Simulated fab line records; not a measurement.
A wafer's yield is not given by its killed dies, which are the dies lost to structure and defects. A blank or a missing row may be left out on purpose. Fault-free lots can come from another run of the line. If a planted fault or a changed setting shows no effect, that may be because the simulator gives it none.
fab line records | flow n5Finfet
record: lots: 6 | wafers: 16 | lastDay: 24
route steps=1938 shown BEOL_M2@891 BEOL_M4@1111 PASSIVATION@1936
lots that met no fault: from a run of the same line without faults
startH: the number of hours between the record's first day and the start of the first shown wafer of the lot | waitH: how many hours have passed since the lot's step before this one | " same as the row above | L1.1+2: one row covering several wafers at once | - no value, or no start was given | * or withheld: withheld | < > ~ a bound
route shown NAME@n: NAME is a module with steps in the file, n the number in the route of the first one | usual: mean and standard deviation over wafers with no fault | same: alike in all rows | chamber/n: place in a boat | sites: readings site by site | _std_site: their standard deviation | _edge_site: mean of outer sites minus mean of inner sites | radiusMm: for every site, how far away it sits from the centre of the wafer | mask NAME#n: copy n | behind: the last tool/chamber to shape the wafer | hold: the reason the lot was held/the length of the hold in hours/how it ended | device: which transistor (n, p or np) failed to switch | end of line: the route-end tests of the same wafers | a step with no rows: only its recipe | killed: dies lost to structure and defects at the first sort, not the wafer's yield | map: shows each die of a wafer: x if killed, . if not, _ if none is there
set.NAME: the setting as run; set.NAME@STEP: as run at that earlier step | model.NAME: the simulator's own value behind a step, which no gauge read
a table for each step, a row for each wafer; lots at some steps of the route
services: from which hour (startH, from the record's first day; less than 0 if before it) a tool's chamber was out of use, for how many hours, and why
== steps ==
step: N5_BEOL_M2_ETCH_41
recipe: chemistry: CH3F/O2 | target: SiCN | targetDepthA: 299 | taperDeg: 2 | timeS: 52.5 | ionEnergyEv: 120 | maskMaterial: TiN | pressureMtorr: 30 | sourceW: 395 | biasW: 75 | Ar_flow_sccm: 150 | CH3F_flow_sccm: 30 | O2_flow_sccm: 20
usual: chamberPressureMTorr: 30.002/0.027 | drypumpMotorCurrentA: 5.8/0.44 | oesProductAu: 0.80/0.078 | rfFwdPowerW: 390.6/1.8 | rfVppV: 297.6/1.8 | showerheadPlenumPTorr: 2.01/0.071 | throttleValvePct: 16.31/0.18
lot.wafer | tool       | chamber | startH | waitH | chamberPressureMTorr | drypumpMotorCurrentA | oesProductAu | rfFwdPowerW | rfHoursCounterH | rfVppV | showerheadPlenumPTorr | throttleValvePct
L535.2    | rieDiel-02 | 2       | -      | -     | 29.962               | 5.7                  | 0.96         | 391.3       | 10              | 298.2  | 2.05                  | 16.27
L535.3    | "          | 1       | "      | "     | 29.998               | 6.2                  | 0.81         | 390.4       | 65              | 299.7  | 2.11                  | 15.95
L535.5    | "          | 0       | "      | "     | 29.995               | 6.5                  | 0.85         | 392.3       | -               | 296.9  | 2.04                  | 16.35
L539.4    | rieDiel-03 | 1       | -      | -     | 30.006               | 5.5                  | 0.76         | 388.4       | 187             | 297.5  | 2.07                  | 16.15
L539.5    | "          | 1       | "      | "     | 29.948               | 5.4                  | 0.75         | 387.8       | -               | 298.2  | 2.07                  | 16.17
L539.6    | "          | 2       | "      | "     | 29.963               | 5.9                  | 0.71         | 390.1       | -               | 295.2  | 1.90                  | 16.30
L541.1    | rieDiel-03 | 0       | -      | -     | 29.998               | 6.1                  | 0.71         | 393.3       | 186             | 297.5  | 1.97                  | 16.53
L541.4    | "          | 0       | "      | "     | 30.011               | 6.1                  | 0.71         | 393.4       | -               | 297.7  | 1.97                  | 16.54
L541.6    | "          | 1       | "      | "     | 30.007               | 5.5                  | 0.75         | 389.6       | -               | 298.1  | 2.06                  | 16.18
L545.2    | rieDiel-02 | 0       | -      | -     | 29.957               | 6.5                  | 0.81         | 390.6       | 70              | 298.1  | 2.03                  | 16.41
L545.3    | "          | 1       | "      | "     | 29.993               | 6.1                  | 0.77         | 389.0       | 102             | 299.7  | 2.09                  | 16.04
L545.6    | "          | 1       | "      | "     | 29.973               | 6.1                  | 0.77         | 391.0       | -               | 299.3  | 2.09                  | 16.03
L554.2    | rieDiel-02 | 0       | -      | -     | 29.990               | 6.5                  | 0.79         | 390.6       | 80              | 298.3  | 2.02                  | 16.42
L554.5    | "          | 1       | "      | "     | 30.003               | 6.2                  | 0.77         | 390.3       | -               | 298.7  | 2.09                  | 16.04
L557.2    | rieDiel-02 | 3       | -      | -     | 30.024               | 5.2                  | 0.83         | 387.4       | 76              | 298.3  | 2.03                  | 16.30
L557.3    | "          | 2       | "      | "     | 29.992               | 5.7                  | 0.85         | 393.5       | 63              | 296.7  | 2.03                  | 16.38
step: N5_BEOL_M2_STRIP_97
recipe: chemistry: N2/H2 | timeS: 10 | powerW: 450 | tempC: 40 | pressureMtorr: 20 | rfFrequencyHz: 6e+07 | biasPowerW: 7 | n2FlowSccm: 200 | h2FlowSccm: 200
usual: chamberPressureMTorr: 19.998/0.018 | drypumpMotorCurrentA: 5.8/0.44 | oesProductAu: 0.80/0.077 | rfVppV: 59.1/0.88 | showerheadPlenumPTorr: 2.55/0.096 | throttleValvePct: 23.60/0.18
lot.wafer | tool       | chamber | startH | waitH | chamberPressureMTorr | drypumpMotorCurrentA | oesProductAu | rfHoursCounterH | rfVppV | showerheadPlenumPTorr | throttleValvePct
L535.2    | rieDiel-02 | 2       | -      | -     | 19.992               | 5.7                  | 0.96         | 10              | 59.3   | 2.60                  | 23.69
L535.3    | "          | 1       | "      | "     | 20.020               | 6.2                  | 0.82         | 65              | 59.6   | 2.69                  | 23.39
L535.5    | "          | 0       | "      | "     | 19.991               | 6.5                  | 0.85         | -               | 59.5   | 2.58                  | 23.43
L539.4    | rieDiel-03 | 1       | -      | -     | 20.011               | 5.5                  | 0.75         | 187             | 59.3   | 2.63                  | 23.24
L539.5    | "          | 1       | "      | "     | 19.964               | 5.5                  | 0.75         | -               | 58.5   | 2.63                  | 23.25
L539.6    | "          | 2       | "      | "     | 20.000               | 5.9                  | 0.72         | -               | 60.0   | 2.40                  | 23.59
L541.1    | rieDiel-03 | 0       | -      | -     | 19.997               | 6.1                  | 0.72         | 186             | 59.2   | 2.50                  | 23.66
L541.4    | "          | 0       | "      | "     | 19.998               | 6.1                  | 0.71         | -               | 57.4   | 2.50                  | 23.66
L541.6    | "          | 1       | "      | "     | 19.978               | 5.5                  | 0.74         | -               | 58.8   | 2.63                  | 23.25
L545.2    | rieDiel-02 | 0       | -      | -     | 19.989               | 6.6                  | 0.80         | 70              | 60.1   | 2.57                  | 23.49
L545.3    | "          | 1       | "      | "     | 19.978               | 6.2                  | 0.77         | 102             | 59.4   | 2.68                  | 23.43
L545.6    | "          | 1       | "      | "     | 20.009               | 6.2                  | 0.78         | -               | 60.4   | 2.68                  | 23.43
L554.2    | rieDiel-02 | 0       | -      | -     | 19.990               | 6.5                  | 0.79         | 80              | 58.1   | 2.56                  | 23.48
L554.5    | "          | 1       | "      | "     | 19.996               | 6.1                  | 0.77         | -               | 59.4   | 2.67                  | 23.46
L557.2    | rieDiel-02 | 3       | -      | -     | 20.001               | 5.2                  | 0.83         | 76              | 60.7   | 2.56                  | 23.68
L557.3    | "          | 2       | "      | "     | 19.991               | 5.7                  | 0.84         | 63              | 59.4   | 2.58                  | 23.75
step: N5_BEOL_M2_OCD_MEAS_38
usual: trenchDepthNm: 55.3/1.4
lot.wafer | tool   | chamber | startH | waitH | trenchDepthNm
L535.2    | ocd-02 | -       | 206.47 | -     | 57.5
L535.3    | "      | -       | "      | "     | 54.2
L535.5    | "      | -       | "      | "     | 54.1
L539.4    | ocd-02 | -       | 258.08 | -     | 56.6
L539.5    | "      | -       | "      | "     | 56.6
L539.6    | "      | -       | "      | "     | 55.7
L541.1    | ocd-01 | -       | 283.07 | -     | 55.0
L541.4    | "      | -       | "      | "     | 55.1
L541.6    | "      | -       | "      | "     | 57.2
L545.2    | ocd-02 | -       | 297.66 | -     | 53.0
L545.3    | "      | -       | "      | "     | 53.2
L545.6    | "      | -       | "      | "     | 52.7
L554.2    | ocd-01 | -       | 329.13 | -     | 53.9
L554.5    | "      | -       | "      | "     | 52.1
L557.2    | ocd-02 | -       | 351.43 | -     | 56.2
L557.3    | "      | -       | "      | "     | 56.2
step: N5_BEOL_M2_HM_STRIP_39
recipe: chemistry: peroxideTinStrip | material: TiN | targetDepthA: 250 | tempC: 50 | timeS: 158
step: N5_BEOL_M2_SRD_40
recipe: timeS: 30 | tempC: 23 | rinseLiquid: diw | dry: ipaMarangoni
step: N5_BEOL_M2_PRECLEAN_42
recipe: chemistry: residueRemover | timeS: 60 | tempC: 40
step: N5_BEOL_M2_SRD_43
recipe: timeS: 30 | tempC: 23 | rinseLiquid: diw | dry: ipaMarangoni
step: N5_BEOL_M2_CD_MEAS_35
recipe: targetCdNm: 18 | targetCdYNm: 22.2 | polarity: opening
usual: cdNm: 18.0/0.36
lot.wafer | tool     | chamber | startH | waitH | cdNm
L535.2    | cdSem-01 | -       | 206.62 | 0.0   | 18.5
L535.3    | "        | -       | "      | "     | 17.7
L535.5    | "        | -       | "      | "     | 18.4
L539.4    | cdSem-03 | -       | 258.24 | 0.0   | 17.4
L539.5    | "        | -       | "      | "     | 17.8
L539.6    | "        | -       | "      | "     | 17.7
L541.1    | cdSem-03 | -       | 283.23 | 0.0   | 18.5
L541.4    | "        | -       | "      | "     | 18.3
L541.6    | "        | -       | "      | "     | 17.9
L545.2    | cdSem-02 | -       | 297.81 | 0.0   | 18.2
L545.3    | "        | -       | "      | "     | 18.3
L545.6    | "        | -       | "      | "     | 17.8
L554.2    | cdSem-01 | -       | 329.28 | 0.0   | 17.9
L554.5    | "        | -       | "      | "     | 17.6
L557.2    | cdSem-02 | -       | 351.59 | 0.0   | 18.2
L557.3    | "        | -       | "      | "     | 17.5
step: N5_BEOL_M2_DEGAS_44
recipe: ambient: vacuum | tempC: 250 | timeS: 60
usual: heaterPowerW: 333/29
lot.wafer | tool          | chamber | startH | waitH | heaterPowerW
L535.2    | pvdSputter-01 | -       | 206.95 | 0.3   | 338
L535.3    | "             | -       | "      | "     | 341
L535.5    | "             | -       | "      | "     | 274
L539.4    | pvdSputter-01 | -       | 258.61 | 0.4   | 336
L539.5    | "             | -       | "      | "     | 334
L539.6    | "             | -       | "      | "     | 375
L541.1    | pvdSputter-03 | -       | 284.00 | 0.8   | 359
L541.4    | "             | -       | "      | "     | 292
L541.6    | "             | -       | "      | "     | 292
L545.2    | pvdSputter-03 | -       | 298.02 | 0.2   | 357
L545.3    | "             | -       | "      | "     | 355
L545.6    | "             | -       | "      | "     | 349
L554.2    | pvdSputter-03 | -       | 329.32 | 0.0   | 353
L554.5    | "             | -       | "      | "     | 353
L557.2    | pvdSputter-03 | -       | 351.74 | 0.2   | 288
L557.3    | "             | -       | "      | "     | 343
step: N5_BEOL_M2_PRE_CLEAN_45
recipe: gas: H2/He | timeS: 30 | tempC: 250
step: N5_BEOL_M2_ALD_84
recipe: material: TaN | targetThkA: * | tempC: 275 | aldPrecursorFamily: PDMAT | aldCoReactant: NH3 | pressureTorr: 3 | carrierFlowSccm: 1500 | pulseTimeS: 2 | purgeTimeS: 3 | coReactantPurgeTimeS: 2 | coReactantPulseTimeS: 3 | aldCycles: 30 | precursorVesselTempC: 75 | precursorVesselPressureTorr: 26.25 | precursorVesselCarrierSccm: 1000
usual: heaterPowerOuterW: 222/18 | heaterPowerW: 401/29
lot.wafer | tool        | chamber | startH | waitH | heaterPowerOuterW | heaterPowerW
L535.2    | aldMetal-04 | 3       | 207.06 | 0.0   | 243               | 398
L535.3    | "           | 2       | "      | "     | 216               | 407
L535.5    | "           | 2       | "      | "     | 209               | 398
L539.4    | aldMetal-01 | 3       | 258.71 | 0.0   | 230               | 449
L539.5    | "           | 1       | "      | "     | 221               | 410
L539.6    | "           | 2       | "      | "     | 228               | 413
L541.1    | aldMetal-01 | 2       | 284.16 | 0.1   | 238               | 421
L541.4    | "           | 3       | "      | "     | 221               | 456
L541.6    | "           | 1       | "      | "     | 225               | 403
L545.2    | aldMetal-04 | 1       | 298.12 | 0.0   | 204               | 372
L545.3    | "           | 0       | "      | "     | 182               | 321
L545.6    | "           | 1       | "      | "     | 212               | 364
L554.2    | aldMetal-02 | 3       | 329.42 | 0.0   | 226               | 416
L554.5    | "           | 3       | "      | "     | 222               | 429
L557.2    | aldMetal-02 | 2       | 351.84 | 0.0   | 220               | 398
L557.3    | "           | 0       | "      | "     | 258               | 399
step: N5_BEOL_M2_SURFACE_TREAT_85
recipe: gas: Ar | timeS: * | ionEnergyEv: * | ionCurrentMaCm2: 0.5 | pressureMtorr: * | arFlowSccm: 30
step: N5_BEOL_M2_CVD_47
recipe: material: Co | targetThkA: 30 | tempC: withheld | precursor: CCTBA/H2 | pressureTorr: 30 | timeS: 223.8
usual: runLengthS: 246.8/0.61
lot.wafer | tool     | chamber | startH | waitH | runLengthS
L535.2    | cvdCo-02 | 2       | 207.53 | 0.2   | 247.8
L535.3    | "        | 1       | "      | "     | 246.9
L535.5    | "        | 0       | "      | "     | 246.0
L539.4    | cvdCo-01 | 0       | 259.08 | 0.1   | 247.6
L539.5    | "        | 2       | "      | "     | 246.9
L539.6    | "        | 1       | "      | "     | 246.2
L541.1    | cvdCo-02 | 1       | 284.69 | 0.3   | 246.7
L541.4    | "        | 2       | "      | "     | 247.1
L541.6    | "        | 0       | "      | "     | 246.4
L545.2    | cvdCo-01 | 0       | 298.58 | 0.2   | 247.2
L545.3    | "        | 2       | "      | "     | 246.3
L545.6    | "        | 0       | "      | "     | 247.1
L554.2    | cvdCo-01 | 0       | 329.96 | 0.3   | 161.7
L554.5    | "        | 0       | "      | "     | 247.4
L557.2    | cvdCo-01 | 2       | 352.15 | 0.0   | 160.7
L557.3    | "        | 0       | "      | "     | 247.6
step: N5_BEOL_M2_SPUTTER_48
recipe: material: Cu | targetThkA: 45 | tempC: -20 | chamberPressurePa: 0.07 | powerW: withheld | timeS: 8.29
usual: throttleValvePct: 29.7/1.2
lot.wafer | tool          | chamber | startH | waitH | throttleValvePct
L535.2    | pvdSputter-03 | -       | 207.77 | 0.2   | 29.7
L535.3    | "             | -       | "      | "     | 31.0
L535.5    | "             | -       | "      | "     | 29.8
L539.4    | pvdSputter-01 | -       | 259.33 | 0.2   | 28.7
L539.5    | "             | -       | "      | "     | 28.6
L539.6    | "             | -       | "      | "     | 27.5
L541.1    | pvdSputter-03 | -       | 284.90 | 0.1   | 29.9
L541.4    | "             | -       | "      | "     | 29.7
L541.6    | "             | -       | "      | "     | 29.7
L545.2    | pvdSputter-03 | -       | 298.94 | 0.3   | 29.6
L545.3    | "             | -       | "      | "     | 30.0
L545.6    | "             | -       | "      | "     | 29.9
L554.2    | pvdSputter-01 | -       | 331.12 | 1.1   | 27.2
L554.5    | "             | -       | "      | "     | 29.1
L557.2    | pvdSputter-03 | -       | 352.38 | 0.2   | 29.9
L557.3    | "             | -       | "      | "     | 31.0
step: N5_BEOL_M4_RC_MEAS_101
usual: DIBL_N: 35.8/1.6 | DIBL_P: 35.6/2 | IOFF_N: 0.15/0.031 | IOFF_P: 0.20/0.033 | ION_N: 668/12 | ION_P: 459/6.8 | SS_N: 71.4/0.53 | SS_P: 73.1/0.63 | VT_N: 250/3.5 | VT_P: -251/3
lot.wafer | tool      | chamber | startH | waitH | DIBL_N[mV/V] | DIBL_P[mV/V] | IOFF_N[nA/um] | IOFF_P[nA/um] | ION_N[uA/um] | ION_P[uA/um] | SS_N[mV/dec] | SS_P[mV/dec] | VT_N[mV] | VT_P[mV]
L535.2    | prober-01 | 0       | 306.43 | 0.2   | 34.4         | 34.5         | 0.12          | 0.18          | 663          | 460          | 71.0         | 72.2         | 255      | -254
L535.3    | "         | 0       | "      | "     | 36.9         | 37.0         | 0.16          | 0.22          | 671          | 458          | 71.9         | 73.8         | 250      | -249
L535.5    | "         | 0       | "      | "     | 33.3         | 33.0         | 0.11          | 0.17          | 640          | 442          | 70.9         | 72.3         | 257      | -254
L539.4    | prober-01 | 0       | 353.53 | 0.5   | 34.9         | 33.2         | 0.13          | 0.19          | 660          | 462          | 71.2         | 71.7         | 251      | -249
L539.5    | "         | 0       | "      | "     | 36.4         | 35.1         | 0.16          | 0.23          | 685          | 470          | 71.9         | 73.1         | 249      | -247
L539.6    | "         | 0       | "      | "     | 35.8         | 34.8         | 0.15          | 0.22          | 674          | 464          | 71.5         | 72.1         | 251      | -247
L541.1    | prober-01 | 0       | 387.54 | 0.0   | 34.3         | 35.1         | 0.12          | 0.17          | 656          | 453          | 70.5         | 73.0         | 256      | -251
L541.4    | "         | 0       | "      | "     | 35.3         | 36.8         | 0.14          | 0.20          | 659          | 461          | 70.5         | 72.3         | 255      | -251
L541.6    | "         | 0       | "      | "     | 35.2         | 35.7         | 0.13          | 0.19          | 662          | 459          | 71.5         | 72.0         | 251      | -250
L545.2    | prober-02 | 0       | 391.48 | 0.2   | 36.6         | 37.2         | 0.19          | 0.25          | 684          | 471          | 71.3         | 73.5         | 247      | -246
L545.3    | "         | 0       | "      | "     | 36.4         | 37.6         | 0.17          | 0.25          | 670          | 465          | 71.8         | 73.6         | 251      | -249
L545.6    | "         | 0       | "      | "     | 36.1         | 36.1         | 0.18          | 0.22          | 673          | 458          | 71.0         | 73.7         | 247      | -251
L554.2    | prober-01 | 0       | 460.08 | 0.2   | 36.3         | 33.7         | 0.12          | 0.17          | 656          | 454          | 70.9         | 73.5         | 255      | -254
L554.5    | "         | 0       | "      | "     | 36.1         | 34.3         | 0.12          | 0.17          | 661          | 453          | 71.1         | 72.6         | 252      | -253
L557.2    | prober-01 | 0       | 468.19 | 0.2   | 36.8         | 37.3         | 0.19          | 0.24          | 688          | 469          | 71.5         | 73.2         | 245      | -245
L557.3    | "         | 0       | "      | "     | 36.5         | 36.2         | 0.17          | 0.21          | 672          | 460          | 71.3         | 73.5         | 249      | -247
step: N5_PASSIVATION_PROBE_49
usual: defectLimitedYield: 90.7/1.5 | killed_at_M0_to_M3: 38/11 | killed_at_M4_up: 15/5.5 | killedAtContacts: 12/6 | killedAtFrontEnd: 41/11 | killedAtOther: 3.5/2.7 | killedDies: 110/18 | killedOpen: 72/13 | killedShort: 35/8.7 | sort_bin_5_function: 5.5/1.1 | sort_bin_6_memory: 3.4/0.63 | sort_bin_8_speed: 0.01/0.037 | sortNPass: 1070/18 | sortYieldPct: 90.7/1.5
same: grossDies: 1180 | killedAtBackSide: 0 | sort_bin_4_leakage[%]: 0
lot.wafer | tool      | chamber | startH | waitH | defectLimitedYield[%] | killed_at_M0_to_M3 | killed_at_M4_up | killedAtContacts | killedAtFrontEnd | killedAtOther | killedDies | killedOpen | killedShort | sort_bin_5_function[%] | sort_bin_6_memory[%] | sort_bin_8_speed[%] | sortNPass | sortYieldPct[%]
L535.2    | prober-01 | -       | 419.48 | 0.1   | 88.7                  | 51                 | 17              | 12               | 52               | 1             | 133        | 89         | 35          | 6.6                    | 4.1                  | 0                   | 1047      | 88.7
L535.3    | prober-01 | -       | 419.53 | 0.1   | 89.7                  | 45                 | 28              | 15               | 33               | 1             | 122        | 81         | 39          | 6.5                    | 3.4                  | 0                   | 1058      | 89.7
L535.5    | prober-01 | -       | 419.63 | 0.2   | 90.8                  | 26                 | 12              | 22               | 46               | 3             | 109        | 75         | 22          | 4.7                    | 3.6                  | 0.17                | 1069      | 90.6
L554.2    | prober-01 | -       | 564.45 | 0.1   | 88.2                  | 51                 | 8               | 15               | 56               | 9             | 139        | 79         | 45          | 6.5                    | 3.4                  | 0                   | 1041      | 88.2
L557.2    | prober-02 | -       | 572.06 | 0.1   | 86.7                  | 46                 | 9               | 15               | 70               | 17            | 157        | 86         | 57          | 7.4                    | 4.5                  | 0                   | 1023      | 86.7
killed by level:class
L535.2 STI_FIN_REVEAL:geometricParticle:open=15 BEOL_M0_SAQP:geometricParticle:open=13 BEOL_M4:geometricParticle:open=10 BEOL_M0_SAQP:geometricParticle:short=8 BEOL_M2:geometricParticle:open=8 BEOL_M1:geometricParticle:open=8 FIN_SAQP:geometricParticle:open=7 DUMMY_GATE:geometricParticle:open=5
L535.3 BEOL_M4:geometricParticle:open=15 MOL_CONTACT_COAG:geometricParticle:open=12 BEOL_M2:geometricParticle:short=10 STI_FIN_REVEAL:geometricParticle:open=9 BEOL_M2:geometricParticle:open=8 BEOL_M0_SAQP:geometricParticle:short=7 DUMMY_GATE:geometricParticle:open=6 BEOL_M0_SAQP:geometricParticle:open=5
L535.5 MOL_CONTACT_COAG:geometricParticle:open=19 STI_FIN_REVEAL:geometricParticle:open=10 HKMG_FIN:areaEtch=9 BEOL_M4:geometricParticle:open=8 BEOL_M2:geometricParticle:open=5 GATE_CUT:geometricParticle:open=4 GATE_CUT:geometricParticle:short=4 BEOL_M0:geometricParticle:open=4
L554.2 HKMG_FIN:areaEtch=14 BEOL_M1:geometricParticle:open=13 MOL_CONTACT_COAG:geometricParticle:open=12 STI_FIN_REVEAL:geometricParticle:open=10 BEOL_M0_SAQP:geometricParticle:short=9 FIN_SAQP:geometricParticle:open=8 FIN_SAQP:geometricParticle:short=8 BEOL_M0_SAQP:geometricParticle:open=6
L557.2 FIN_SAQP:geometricParticle:short=20 FIN_SAQP:geometricParticle:open=19 MOL_CONTACT_COAG:geometricParticle:open=13 HKMG_FIN:areaEtch=12 BEOL_M0_SAQP:geometricParticle:open=10 BEOL_M0_SAQP:geometricParticle:short=9 BEOL_M3:geometricParticle:open=9 BEOL_M2:geometricParticle:open=8
== services ==
tool          | chamber | startH | hours | kind
cvdCo-02      | -       | 197.93 | 0.2   | repair
rieDiel-03    | -       | 242.91 | 2.8   | pm
pvdSputter-01 | -       | 243.28 | 2.7   | repair
rieDiel-02    | 2       | 248.45 | 4.3   | repair
cvdCo-02      | -       | 252.52 | 0.7   | repair
rieDiel-03    | 3       | 265.72 | -     | clean
rieDiel-03    | 3       | 265.72 | -     | consumableReplace:focusRing
rieDiel-03    | 3       | 265.72 | -     | consumableReplace:showerhead
rieDiel-03    | 3       | 265.72 | 20.1  | scheduledDown
rieDiel-03    | 3       | 265.72 | 20.1  | ventCycle
cvdCo-02      | -       | 286.98 | 3.0   | repair
cvdCo-02      | 1       | 316.75 | 9.9   | repair
rieDiel-03    | -       | 317.07 | 1.1   | repair
rieDiel-02    | -       | 322.47 | 0.1   | repair
cvdCo-02      | -       | 323.34 | 6.0   | pm
cvdCo-01      | 1       | 333.33 | -     | clean
cvdCo-01      | 1       | 333.33 | 22.0  | scheduledDown
cvdCo-01      | 1       | 333.33 | 22.0  | ventCycle
aldMetal-04   | -       | 337.52 | 0.8   | repair
rieDiel-03    | 2       | 345.47 | -     | clean
rieDiel-03    | 2       | 345.47 | -     | consumableReplace:focusRing
rieDiel-03    | 2       | 345.47 | -     | consumableReplace:showerhead
rieDiel-03    | 2       | 345.47 | 21.8  | scheduledDown
rieDiel-03    | 2       | 345.47 | 21.8  | ventCycle
== key ==
firstSign: step: N5_BEOL_M2_CVD_47 | reading: runLengthS | direction: down | sigmas: 99+ | usual: * | struck: *
effect none on later readings
metAt N5_BEOL_M2_CVD_47
struckWafers L554.2,L557.2
baselineLoss: step: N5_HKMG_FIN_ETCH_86 | wafers: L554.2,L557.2
onsetBetween 298.58 329.96
fault: kind: processParameterDrift | tool: cvdCo-01 | chamber: - | onsetH: 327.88 | steps: N5_BEOL_M2_CVD_47 | channel: timeS | offset: * | shape: step | endH: 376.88 | scope: struckWafersOnly | actsIn: * | stated: *
baselineLoss: these wafers lose ten dies or more at that step, a loss of the line's own and not of a fault; the sort's usual values leave them out
